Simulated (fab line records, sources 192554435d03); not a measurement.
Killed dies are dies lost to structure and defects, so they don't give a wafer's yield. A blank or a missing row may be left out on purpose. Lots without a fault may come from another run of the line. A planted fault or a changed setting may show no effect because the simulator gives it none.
fab line records | flow n5_finfet | part 1 of 2: steps 1 to 23 of 29
record lots=5 wafers=15 last_day=17
route steps=1938 shown GATE_CUT@468
lots that met no fault: from a run of the same line without faults
start_h: hours from the record's first day to the start of the lot's first wafer shown | wait_h: hours since the lot's step before | " the same as in the row above | L1.1+2: a row that stands for several wafers | - no value, or no start given | * or withheld: withheld | < > ~ a bound
route shown NAME@n: a module of which the file shows steps, and the number in the route of the first | usual: mean/standard deviation of fault-free wafers | same: alike in all rows | chamber/n: place in a boat | sites: the reading at each site | _std_site: their standard deviation | _edge_site: outer sites' mean less inner sites' | radius_mm: how far each site lies from the wafer's centre | mask NAME#n: copy n | behind: the tool/chamber that last shaped the wafer | hold: why the lot was held/for how many hours/how that ended | device: the transistor (n, p or np) that didn't switch | end of line: the same wafers' tests at the end of the route | a step without rows: its recipe alone | killed: dies lost to structure and defects at the first sort, not the wafer's yield | map: a wafer's dies, x killed, . not, _ none there
set.NAME: the setting as run; set.NAME@STEP: as run at that earlier step | model.NAME: the simulator's own value behind a step, which no gauge read
lots at some steps of the route; a table a step, a row a wafer
services: from which hour (start_h, from the record's first day; less than 0 if before it) a tool's chamber was out of use, for how many hours, and why
## steps
# step N5_GATE_CUT_VAPOR_ETCH_60
# recipe chemistry=BCl3/Cl2 target=HfO2 mode=isotropic
# usual drypump_motor_current_A=5.7/0.39 oes_product_au=0.81/0.092
# columns lot.wafer tool chamber start_h wait_h drypump_motor_current_A oes_product_au
L077.2 rie_metal-03 0 98.30 0.0 5.2 0.92
L077.4 " 1 " " 5.7 0.72
L077.6 " 0 " " 5.2 0.93
L091.4 rie_metal-02 0 184.61 0.0 5.9 0.89
L091.5 " 0 " " 5.9 0.89
L091.6 " 1 " " 5.5 0.71
L093.3 rie_metal-01 0 196.73 0.0 6.6 0.81
L093.4 " 1 " " 5.8 0.73
L093.5 " 0 " " 6.6 0.81
L094.3 rie_metal-02 1 204.14 0.0 5.5 0.71
L094.4 " 0 " " 5.9 0.90
L094.5 " 1 " " 5.5 0.71
L096.1 rie_metal-02 0 216.06 0.0 5.9 0.88
L096.3 " 0 " " 5.9 0.88
L096.4 " 1 " " 5.5 0.70
# step N5_GATE_CUT_ETCH_58
# recipe chemistry=CH3F/O2 target=SiNx target_depth_a=170 time_s=128.6 ion_energy_ev=50 pressure_mtorr=30 source_w=415 bias_w=21 Ar_flow_sccm=150 CH3F_flow_sccm=30 O2_flow_sccm=20
# usual CH3F_flow_sccm=30.00/0.096 drypump_motor_current_A=5.81/0.28 oes_product_au=0.78/0.084 rf_vpp_V=99.1/0.96 showerhead_plenum_p_Torr=2.01/0.062 throttle_valve_pct=16.41/0.29
# columns lot.wafer tool chamber start_h wait_h CH3F_flow_sccm drypump_motor_current_A oes_product_au rf_hours_counter_h rf_vpp_V showerhead_plenum_p_Torr throttle_valve_pct
L077.2 rie_diel-02 0 98.35 0.0 30.13 6.10 0.78 135 98.7 2.01 16.51
L077.4 " 1 " " 29.99 5.90 0.73 182 98.5 1.99 16.64
L077.6 " 1 " " 30.09 5.91 0.73 - 99.6 1.99 16.61
L091.4 rie_diel-02 3 184.65 0.0 30.13 5.60 0.67 241 98.8 2.05 16.57
L091.5 " 2 " " 29.92 5.30 0.77 - 100.2 1.92 16.15
L091.6 " 1 " " 30.16 5.90 0.72 - 99.2 1.98 16.68
L093.3 rie_diel-06 3 196.78 0.0 29.97 6.18 0.81 86 98.2 1.94 16.39
L093.4 " 2 " " 30.06 5.75 0.74 184 100.3 2.08 16.50
L093.5 " 2 " " 30.09 5.78 0.75 - 98.4 2.07 16.50
L094.3 rie_diel-04 3 204.18 0.0 30.04 5.45 0.72 218 101.1 1.98 16.57
L094.4 " 1 " " 30.11 6.23 0.93 26 100.2 2.13 16.33
L094.5 " 2 " " 29.92 5.81 0.89 - 99.0 1.95 15.69
L096.1 rie_diel-04 2 216.11 0.0 30.12 5.82 0.89 39 97.3 1.95 15.67
L096.3 " 0 " " 29.75 5.82 0.77 160 99.0 2.07 16.62
L096.4 " 3 " " 30.03 5.44 0.72 222 97.9 1.98 16.58
# step N5_GATE_CUT_STRIP_59
# recipe chemistry=N2/H2 time_s=20 power_w=100 temp_c=40 pressure_mtorr=100 rf_frequency_hz=6e+07 bias_power_w=3 n2_flow_sccm=300 h2_flow_sccm=300
# usual drypump_motor_current_A=5.82/0.28 oes_product_au=0.77/0.084 rf_vpp_V=45.3/0.88 showerhead_plenum_p_Torr=3.40/0.1 throttle_valve_pct=12.31/0.3
# columns lot.wafer tool chamber start_h wait_h drypump_motor_current_A oes_product_au rf_hours_counter_h rf_vpp_V showerhead_plenum_p_Torr throttle_valve_pct
L077.2 rie_diel-02 0 98.45 0.1 6.10 0.79 135 44.6 3.38 12.37
L077.4 " 1 " " 5.92 0.73 182 45.3 3.35 12.46
L077.6 " 1 " " 5.92 0.72 - 45.4 3.35 12.47
L091.4 rie_diel-02 3 184.76 0.1 5.62 0.68 241 45.1 3.45 12.51
L091.5 " 2 " " 5.32 0.77 - 44.6 3.26 12.10
L091.6 " 1 " " 5.93 0.71 - 45.0 3.33 12.54
L093.3 rie_diel-06 3 196.88 0.1 6.16 0.80 86 45.4 3.27 12.27
L093.4 " 2 " " 5.81 0.72 185 44.4 3.50 12.43
L093.5 " 2 " " 5.77 0.72 - 46.0 3.50 12.42
L094.3 rie_diel-04 3 204.28 0.1 5.47 0.71 218 44.4 3.34 12.59
L094.4 " 1 " " 6.25 0.94 26 45.7 3.58 12.14
L094.5 " 2 " " 5.84 0.88 - 45.5 3.31 11.57
L096.1 rie_diel-04 2 216.21 0.1 5.82 0.90 39 44.9 3.31 11.57
L096.3 " 0 " " 5.83 0.76 160 46.7 3.51 12.57
L096.4 " 3 " " 5.48 0.72 222 46.5 3.34 12.61
# step N5_GATE_CUT_PRECLEAN_31
# recipe temp_c=23 chemistry=DIW time_s=300
# columns lot.wafer tool chamber start_h wait_h
L077.2+4+6 wet_bench-01 5,2,7 98.54 0.1
L091.4+5+6 wet_bench-01 2,5,1 184.84 0.1
L093.3+4+5 wet_bench-05 5,2,1 196.96 0.1
L094.3+4+5 wet_bench-05 0,5,2 204.36 0.1
L096.1+3+4 wet_bench-01 7,1,6 216.30 0.1
# step N5_GATE_CUT_SRD_32
# recipe time_s=30 temp_c=23 rinse_liquid=diw dry=ipa_marangoni
# columns lot.wafer tool chamber start_h wait_h
L077.2+4+6 wet_bench-01 5,2,7 98.63 0.0
L091.4+5+6 wet_bench-01 2,5,1 184.93 0.0
L093.3+4+5 wet_bench-05 5,2,1 197.05 0.0
L094.3+4+5 wet_bench-05 0,5,2 204.45 0.0
L096.1+3+4 wet_bench-01 7,1,6 216.38 0.0
# step N5_GATE_CUT_SAC_CAP_01
# recipe material=SiNx target_thk_a=240 temp_c=400 ald_precursor_family=SiH2I2 ald_co_reactant=N2/H2-plasma pulse_time_s=1 ald_cycles=480 purge_time_s=2 co_reactant_purge_time_s=2 pressure_torr=2
# usual heater_power_w=857/140 precursor_pulse_height_rel=0.998/0.02
# same ald_cycles=480
# columns lot.wafer tool chamber start_h wait_h heater_power_w precursor_pulse_height_rel
L077.2 ald_sin-01 2 102.06 3.4 775 1.005
L077.4 " 1 " " 751 0.997
L077.6 " 1 103.14 4.5 768 0.998
L091.4 ald_sin-01 1 185.39 0.4 762 0.991
L091.5 " 2 186.47 1.5 771 0.986
L091.6 " 1 " " 756 0.990
L093.3 ald_sin-01 0 197.09 0.0 716 0.981
L093.4 " 2 " " 769 0.967
L093.5 " 3 198.18 1.1 1161 0.982
L094.3 ald_sin-04 3 204.62 0.2 693 1.007
L094.4 " 0 " " 717 1.011
L094.5 " 1 205.70 1.2 819 0.979
L096.1 ald_sin-02 3 216.43 0.0 856 1.032
L096.3 " 2 " " 1064 1.036
L096.4 " 1 " " 822 0.966
# step N5_GATE_CUT_PECVD_57
# recipe material=SiNx target_thk_a=210 temp_c=400 precursor=SiH4/NH3/N2 pressure_torr=1.5 rf_w=300
# usual heater_power_w=867/120 showerhead_plenum_p_Torr=5.13/0.073 throttle_valve_pct=39.3/2.2
# columns lot.wafer tool chamber start_h wait_h heater_power_w showerhead_plenum_p_Torr throttle_valve_pct
L077.2 pecvd-03 1 104.25 1.1 745 5.06 37.5
L077.4 " 0 " " 877 5.26 41.5
L077.6 " 2 " " 798 5.18 37.4
L091.4 pecvd-03 0 187.60 1.1 834 5.25 41.8
L091.5 " 1 " " 760 5.05 37.5
L091.6 " 2 " " 827 5.18 37.2
L093.3 pecvd-03 2 199.29 1.1 835 5.17 37.4
L093.4 " 2 " " 866 5.16 37.6
L093.5 " 1 " " 732 5.06 37.5
L094.3 pecvd-04 0 206.83 1.1 711 5.15 39.5
L094.4 " 1 " " 859 5.12 42.9
L094.5 " 1 " " 821 5.12 42.7
L096.1 pecvd-02 0 218.62 1.1 1112 5.04 41.8
L096.3 " 2 " " 977 5.14 37.4
L096.4 " 2 " " 985 5.13 37.7
# step N5_GATE_CUT_CMP_02
# recipe stop_on=SiO2 t_overpolish_s=12.7 post_cmp_clean=alkaline_brush down_force_psi=2.5 platen_rpm=51.8 pad_velocity_m_s=1.0307 target_thk_nm=0
# usual edge_zone_pressure_frac=1.000/0.0045 motor_current_A=9.1/0.8 overpolish_run_s=12.700/0.0087 time_to_endpoint_s=25.0/2.4
# columns lot.wafer tool chamber start_h wait_h edge_zone_pressure_frac motor_current_A overpolish_run_s time_to_endpoint_s
L077.2 cmp-03 1 104.33 0.1 0.999 9.4 12.700 21.6
L077.4 " 2 " " 0.996 8.4 12.706 24.0
L077.6 " 2 " " 0.996 9.2 12.701 23.5
L091.4 cmp-02 1 187.77 0.1 0.996 11.0 12.698 26.9
L091.5 " 2 " " 1.001 7.7 12.696 25.4
L091.6 " 3 " " 1.002 8.1 12.695 24.4
L093.3 cmp-02 3 199.44 0.1 1.003 9.2 12.712 25.4
L093.4 " 0 " " 0.991 9.0 12.692 25.2
L093.5 " 1 " " 0.999 10.0 12.697 28.9
L094.4 cmp-03 1 206.91 0.1 0.998 10.0 12.699 21.5
L094.3 " 0 " " 0.996 9.8 12.685 19.6
L094.5 " 2 " " 1.002 8.7 12.706 21.9
L096.1 cmp-03 1 218.70 0.1 0.998 9.9 12.697 28.1
L096.4 " 2 " " 0.995 8.3 12.698 28.8
L096.3 " 0 " " 0.999 9.6 12.707 25.7
# step N5_GATE_CUT_HM_DEP_46
# recipe material=SiO2 target_thk_a=1300 temp_c=400 precursor=TEOS/O2 pressure_torr=6.5 rf_w=900 teos_flow_sccm=161.4 gas=O2 flow_sccm=2650 time_s=26.6
# usual heater_power_w=615/100 showerhead_plenum_p_Torr=8.35/0.038 throttle_valve_pct=18.5/1
# columns lot.wafer tool chamber start_h wait_h heater_power_w showerhead_plenum_p_Torr throttle_valve_pct
L077.2 pecvd-04 0 104.66 0.0 494 8.35 18.1
L077.4 " 2 " " 567 8.40 18.8
L077.6 " 1 " " 677 8.36 20.1
L091.4 pecvd-03 1 188.01 0.1 415 8.28 17.4
L091.5 " 0 " " 723 8.38 19.6
L091.6 " 2 " " 576 8.38 17.4
L093.3 pecvd-02 0 199.69 0.0 853 8.30 19.5
L093.4 " 0 " " 871 8.29 19.4
L093.5 " 2 " " 633 8.35 17.7
L094.3 pecvd-04 1 207.26 0.1 632 8.34 20.2
L094.4 " 0 " " 547 8.33 18.4
L094.5 " 0 " " 539 8.34 18.4
L096.1 pecvd-04 0 219.03 0.0 485 8.36 18.2
L096.3 " 0 " " 511 8.33 18.5
L096.4 " 1 " " 628 8.34 20.2
# step N5_GATE_CUT_COAT_34
# recipe resist=SOC temp_c=250 time_s=60 spin_rpm=1500 resist_thk_nm=60
# columns lot.wafer tool chamber start_h wait_h
L077.2+4+6 litho_track-01 0 104.72 0.0
L091.4+5+6 litho_track-03 0 188.05 0.0
L093.3+4+5 litho_track-02 0 199.76 0.0
L094.3+4+5 litho_track-02 0 207.33 0.0
L096.1+3+4 litho_track-02 0 219.11 0.1
# step N5_GATE_CUT_COAT_35
# recipe resist=SiARC temp_c=220 time_s=60 spin_rpm=1500 resist_thk_nm=10
# columns lot.wafer tool chamber start_h wait_h
L077.2+4+6 litho_track-01 0 - -
L091.4+5+6 litho_track-03 0 - -
L093.3+4+5 litho_track-02 0 - -
L094.3+4+5 litho_track-02 0 - -
L096.1+3+4 litho_track-02 0 - -
# step N5_GATE_CUT_COAT_27
# recipe resist=underlayer temp_c=205 time_s=60 spin_rpm=1500 resist_thk_nm=10
# columns lot.wafer tool chamber start_h wait_h
L077.2+4+6 litho_track-01 0 - -
L091.4+5+6 litho_track-03 0 - -
L093.3+4+5 litho_track-02 0 - -
L094.3+4+5 litho_track-02 0 - -
L096.1+3+4 litho_track-02 0 - -
# step N5_GATE_CUT_COAT_07
# recipe resist=CAR-EUV spin_rpm=1500 resist_thk_nm=30
# columns lot.wafer tool chamber start_h wait_h
L077.2+4+6 litho_track-01 0 - -
L091.4+5+6 litho_track-03 0 - -
L093.3+4+5 litho_track-02 0 - -
L094.3+4+5 litho_track-02 0 - -
L096.1+3+4 litho_track-02 0 - -
# step N5_GATE_CUT_EBR_09
# recipe solvent=PGMEA ebr_width_mm=1.5
# same ebr_width_mm=1.5
# columns lot.wafer tool chamber start_h wait_h
L077.2+4+6 litho_track-01 0 - -
L091.4+5+6 litho_track-03 0 - -
L093.3+4+5 litho_track-02 0 - -
L094.3+4+5 litho_track-02 0 - -
L096.1+3+4 litho_track-02 0 - -
# step N5_GATE_CUT_SOFTBAKE_08
# recipe temp_c=110 time_s=60 resist=CAR-EUV
# columns lot.wafer tool chamber start_h wait_h
L077.2+4+6 litho_track-01 0 - -
L091.4+5+6 litho_track-03 0 - -
L093.3+4+5 litho_track-02 0 - -
L094.3+4+5 litho_track-02 0 - -
L096.1+3+4 litho_track-02 0 - -
# step N5_GATE_CUT_EXPOSE_10
# recipe mask_id=GATE_CUT na=0.33 source_shape=annular sigma_inner=0.35 sigma_outer=0.8 polarization=unpolarized target_cd_nm=20 dose_mj=43.25
# columns lot.wafer tool chamber start_h wait_h mask
L077.2+4+6 euv_scanner-02 0 105.00 - GATE_CUT#0
L091.4+5+6 euv_scanner-01 0 188.21 - GATE_CUT#0
L093.3+4+5 euv_scanner-02 0 199.91 - GATE_CUT#0
L094.3+4+5 euv_scanner-02 0 207.48 - GATE_CUT#0
L096.1+3+4 euv_scanner-02 0 219.25 - GATE_CUT#0
# step N5_GATE_CUT_PEB_11
# recipe peb_temp_c=100 peb_time_s=60 resist=CAR-EUV
# columns lot.wafer tool chamber start_h wait_h
L077.2+4+6 litho_track-02 0 105.06 0.1
L091.4+5+6 litho_track-01 0 188.26 0.0
L093.3+4+5 litho_track-02 0 199.96 0.0
L094.3+4+5 litho_track-03 0 207.53 0.0
L096.1+3+4 litho_track-03 0 219.32 0.1
# step N5_GATE_CUT_DEVELOP_12
# recipe develop_time_s=30 developer=TMAH resist=CAR-EUV rinse_liquid=surfactant_rinse dry=air_spin dev_temp_c=23
# columns lot.wafer tool chamber start_h wait_h
L077.2+4+6 litho_track-02 0 - -
L091.4+5+6 litho_track-01 0 - -
L093.3+4+5 litho_track-02 0 - -
L094.3+4+5 litho_track-03 0 - -
L096.1+3+4 litho_track-03 0 - -
# step N5_GATE_CUT_CD_MEAS_13
# recipe target_cd_nm=20 landing_energy_ev=500 detector=se_inlens
# usual cd_nm=20.06/0.23
# columns lot.wafer tool chamber start_h wait_h cd_nm
L077.2 cd_sem-03 0 105.13 - 20.18
L077.4 " 0 " " 20.18
L077.6 " 0 " " 20.25
L091.4 cd_sem-02 0 188.33 - 20.03
L091.5 " 0 " " 20.22
L091.6 " 0 " " 19.98
L093.3 cd_sem-03 0 200.03 - 20.21
L093.4 " 0 " " 20.27
L093.5 " 0 " " 20.14
L094.3 cd_sem-01 0 207.60 - 20.00
L094.4 " 0 " " 19.84
L094.5 " 0 " " 20.20
L096.1 cd_sem-03 0 219.38 - 20.21
L096.3 " 0 " " 20.31
L096.4 " 0 " " 19.99
# step N5_GATE_CUT_OVL_MEAS_14
# recipe points_per_wafer=522
# usual GATE_CUT_OVL=-0.3/0.67
# columns lot.wafer tool chamber start_h wait_h GATE_CUT_OVL[nm]
L077.2 overlay-02 0 105.16 0.0 0.1
L077.4 " 0 " " 0.1
L077.6 " 0 " " 0.4
L091.4 overlay-02 0 188.37 0.0 0.6
L091.5 " 0 " " -0.5
L091.6 " 0 " " 0.4
L093.3 overlay-01 0 200.07 0.0 -1.4
L093.4 " 0 " " 0.4
L093.5 " 0 " " 0.6
L094.3 overlay-01 0 207.64 0.0 1.1
L094.4 " 0 " " 0.8
L094.5 " 0 " " 0.7
L096.1 overlay-01 0 219.41 0.0 0.0
L096.3 " 0 " " 0.2
L096.4 " 0 " " -0.3
# step N5_GATE_CUT_INSPECT_15
# recipe mode=adi inspect_instrument=brightfield
# usual raw_defect_count=150/45
# columns lot.wafer tool chamber start_h wait_h raw_defect_count
L077.2 defect_inspect-01 - 105.21 0.0 58
L077.4 " - " " 94
L077.6 " - " " 94
L091.4 defect_inspect-01 - 188.41 0.0 147
L091.5 " - " " 214
L091.6 " - " " 152
L093.3 defect_inspect-02 - 200.12 0.0 75
L093.4 " - " " 143
L093.5 " - " " 182
L094.3 defect_inspect-01 - 207.69 0.0 182
L094.4 " - " " 134
L094.5 " - " " 142
L096.1 defect_inspect-02 - 219.47 0.1 148
L096.3 " - " " 236
L096.4 " - " " 103
# step N5_GATE_CUT_DESCUM_18
# recipe chemistry=O2 time_s=7 source_power_w=50 bias_power_w=20 pressure_mtorr=20 rf_frequency_hz=2.712e+07 temp_c=40 resist=CAR-EUV o2_flow_sccm=225
# usual drypump_motor_current_A=5.83/0.26 o2_flow_sccm=225.0/0.72 oes_product_au=0.78/0.088 rf_vpp_V=243.6/1.4 showerhead_plenum_p_Torr=2.12/0.067 throttle_valve_pct=20.54/0.29
# columns lot.wafer tool chamber start_h wait_h drypump_motor_current_A o2_flow_sccm oes_product_au rf_hours_counter_h rf_vpp_V showerhead_plenum_p_Torr throttle_valve_pct
L077.2 rie_diel-04 2 105.25 0.0 5.82 224.7 0.95 9 242.8 2.06 19.76
L077.4 " 0 " " 5.83 224.9 0.80 - 244.5 2.19 20.73
L077.6 " 3 " " 5.47 224.9 0.74 - 244.0 2.08 20.66
L091.4 rie_diel-06 2 188.50 0.1 5.77 224.7 0.73 183 245.4 2.16 20.52
L091.5 " 1 " " 5.94 224.4 0.69 - 245.1 2.16 20.53
L091.6 " 0 " " 5.83 226.2 0.68 - 245.4 2.15 20.81
L093.3 rie_diel-04 3 200.23 0.1 5.46 225.5 0.72 217 243.2 2.07 20.71
L093.4 " 2 " " 5.82 226.3 0.89 34 242.3 2.05 19.78
L093.5 " 2 " " 5.81 225.4 0.90 - 241.7 2.05 19.78
L094.3 rie_diel-02 0 207.72 0.0 6.09 225.5 0.75 167 243.6 2.09 20.70
L094.4 " 3 " " 5.57 224.1 0.68 247 244.4 2.15 20.62
L094.5 " 2 " " 5.32 225.5 0.77 - 242.5 2.02 20.33
L096.1 rie_diel-04 3 219.51 0.0 5.48 223.8 0.71 223 241.4 2.07 20.72
L096.3 " 1 " " 6.27 224.4 0.93 30 244.5 2.23 20.57
L096.4 " 0 " " 5.82 225.3 0.76 162 243.1 2.17 20.78
# step N5_GATE_CUT_ETCH_28
# recipe chemistry=N2/H2 target=underlayer target_depth_a=130 mask_material=CAR-EUV time_s=10.4 ion_energy_ev=200 pressure_mtorr=30 source_w=840 bias_w=150 n2_flow_sccm=200 h2_flow_sccm=200 ends=cleared
# usual drypump_motor_current_A=5.84/0.26 etch_rf_on_time_s=10.31/0.19 oes_product_au=0.67/0.074 rf_vpp_V=524.6/2.5 showerhead_plenum_p_Torr=2.57/0.082 throttle_valve_pct=17.96/0.3
# columns lot.wafer tool chamber start_h wait_h drypump_motor_current_A etch_rf_on_time_s oes_product_au rf_hours_counter_h rf_vpp_V showerhead_plenum_p_Torr throttle_valve_pct
L077.2 rie_diel-04 2 105.28 0.0 5.80 10.02 0.82 9 522.9 2.50 17.16
L077.4 " 0 " " 5.87 10.10 0.69 - 525.4 2.67 18.18
L077.6 " 3 " " 5.49 10.25 0.64 - 524.2 2.53 18.17
L091.4 rie_diel-06 2 188.53 0.0 5.79 10.37 0.62 183 525.5 2.64 18.05
L091.5 " 1 " " 5.97 10.56 0.60 - 525.6 2.61 17.87
L091.6 " 0 " " 5.85 10.54 0.58 - 525.6 2.61 18.12
L093.3 rie_diel-04 3 200.27 0.0 5.46 10.28 0.63 217 523.0 2.52 18.22
L093.4 " 2 " " 5.82 10.04 0.77 34 520.9 2.49 17.22
L093.5 " 2 " " 5.83 10.06 0.77 - 521.9 2.49 17.20
L094.3 rie_diel-02 0 207.75 0.0 6.09 10.66 0.64 167 523.2 2.53 18.12
L094.4 " 3 " " 5.60 10.78 0.57 247 525.9 2.60 18.06
L094.5 " 2 " " 5.31 10.33 0.66 - 519.6 2.45 17.76
L096.1 rie_diel-04 3 219.54 0.0 5.45 10.38 0.61 223 524.2 2.52 18.22
L096.3 " 1 " " 6.24 10.03 0.79 30 528.0 2.70 17.94
L096.4 " 0 " " 5.84 10.13 0.65 162 525.9 2.65 18.24
